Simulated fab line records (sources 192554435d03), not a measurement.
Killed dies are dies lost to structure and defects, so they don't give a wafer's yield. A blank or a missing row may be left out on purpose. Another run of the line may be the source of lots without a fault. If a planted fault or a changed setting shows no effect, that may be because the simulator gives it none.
Split-lot experiment + flow n5_finfet + on a route of 1938 steps: 7 lots, 21 wafers read

== SPLIT DETAILS ==
At N5_HKMG_FIN_ETCH_54 (etches SiARC in CF4, target depth 45.5 nm, time 75.8 s), the setting source_w was moved away from the recipe's 545 W on 13 of the 21 wafers read, by -14.4% to +14.0%. For the rest of the wafers, this setting stayed at what the recipe calls for.

The reading comes from the split's own step.

== THE READING ==
rf_vpp_V, in V, at N5_HKMG_FIN_ETCH_54 (etches SiARC in CF4, target depth 45.5 nm, time 75.8 s). Typical for fault-free wafers on this fab line: 184.3 V, with standard deviation 0.96 V.

| wafer  | tool, chamber at the split | source_w as run, W | against the recipe | rf_vpp_V, V | against lot-mates on the recipe |
|--------|----------------------------|--------------------|--------------------|-------------|---------------------------------|
| L074.2 | rie_diel-06, 2             | 589.6              | +8.2%              | 180.4       | -3.6                            |
| L074.3 | rie_diel-06, 0             | 545                | recipe             | 184.0       | -                               |
| L074.6 | rie_diel-06, 2             | 589.6              | +8.2%              | 179.9       | -4.1                            |
| L076.1 | rie_diel-01, 1             | 466.3              | -14.4%             | 196.6       | +11.2                           |
| L076.3 | rie_diel-01, 3             | 466.3              | -14.4%             | 195.4       | +10.0                           |
| L076.5 | rie_diel-01, 0             | 545                | recipe             | 185.4       | -                               |
| L077.1 | rie_diel-04, 1             | 545                | recipe             | 182.8       | -                               |
| L077.3 | rie_diel-04, 3             | 616.1              | +13.0%             | 176.6       | -6.8                            |
| L077.5 | rie_diel-04, 1             | 545                | recipe             | 183.9       | -                               |
| L087.3 | rie_diel-06, 3             | 545                | recipe             | 184.4       | -                               |
| L087.4 | rie_diel-06, 1             | 545                | recipe             | 184.0       | -                               |
| L087.6 | rie_diel-06, 1             | 545                | recipe             | 184.0       | -                               |
| L089.2 | rie_diel-01, 0             | 621.5              | +14.0%             | 175.6       | -8.4                            |
| L089.4 | rie_diel-01, 2             | 621.5              | +14.0%             | 176.2       | -7.8                            |
| L089.6 | rie_diel-01, 3             | 545                | recipe             | 184.0       | -                               |
| L090.2 | rie_diel-01, 2             | 473.1              | -13.2%             | 189.9       | no lot-mate on the recipe       |
| L090.4 | rie_diel-01, 1             | 473.1              | -13.2%             | 193.7       | no lot-mate on the recipe       |
| L090.5 | rie_diel-01, 0             | 473.1              | -13.2%             | 192.0       | no lot-mate on the recipe       |
| L091.1 | rie_diel-06, 2             | 594.4              | +9.1%              | 178.7       | no lot-mate on the recipe       |
| L091.2 | rie_diel-06, 1             | 594.4              | +9.1%              | 180.1       | no lot-mate on the recipe       |
| L091.3 | rie_diel-06, 0             | 594.4              | +9.1%              | 178.0       | no lot-mate on the recipe       |

THE FIT
A straight line over all 21 wafers: rf_vpp_V changes by -0.633 V for each +1% of source_w; r = -0.98; the points scatter about the line by 1.3 V.
The same after taking each lot's own level away (the mean of its wafers on the recipe; 15 wafers): -0.628 V for each +1%; r = -0.99; scatter 0.79 V.
The reading moves by 9.1 V for the largest change in source_w, on that fit.
Measured against the standard deviation above, the lots' own levels, which go from 183.35 to 185.40 V, span 2.1 times it.
So the lot-to-lot level changes the slope little: the two slopes agree.
Check: for one of the wafers moved furthest among these (-14.4%), held out of the fit, the line's prediction against its lot-mates is +8.92 V. Against them it came out at +11.2 V.
Tool readings at the split's step, against how far the setting was moved: etch_rf_on_time_s r = -0.92; rf_vpp_V r = -0.98.

== ADDITIONAL SPLITS CARRIED BY THESE WAFERS ==
Other splits were also applied to these wafers ahead of the reading. Each is held against what the fit with the lots' levels taken away leaves over:
| other split on the same wafers | wafers away from the commonest value | r with rf_vpp_V (lot level and that fit taken away) |
|--------------------------------|--------------------------------------|-----------------------------------------------------|
| N5_SDB_HM_DEP_00 time_s        | 7                                    | -0.22                                               |
| N5_SDB_COAT_03 spin_rpm        | 11                                   | +0.14                                               |

== THE WHOLE CHAIN: every reading that the file lists as answering this split, in the file's order ==
| step                | what it does                                           | reading           | change (the file's fit)              | r (the file's) |
|---------------------|--------------------------------------------------------|-------------------|--------------------------------------|----------------|
| N5_HKMG_FIN_ETCH_54 | etches SiARC in CF4, target depth 45.5 nm, time 75.8 s | etch_rf_on_time_s | withheld for each +1% of the setting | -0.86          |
| N5_HKMG_FIN_ETCH_54 | etches SiARC in CF4, target depth 45.5 nm, time 75.8 s | rf_vpp_V          | -0.602 V for each +1% of the setting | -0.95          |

== THE FILE'S OWN FIT ==
rf_vpp_V changes by -0.602 V for each +1% of source_w, r = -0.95.
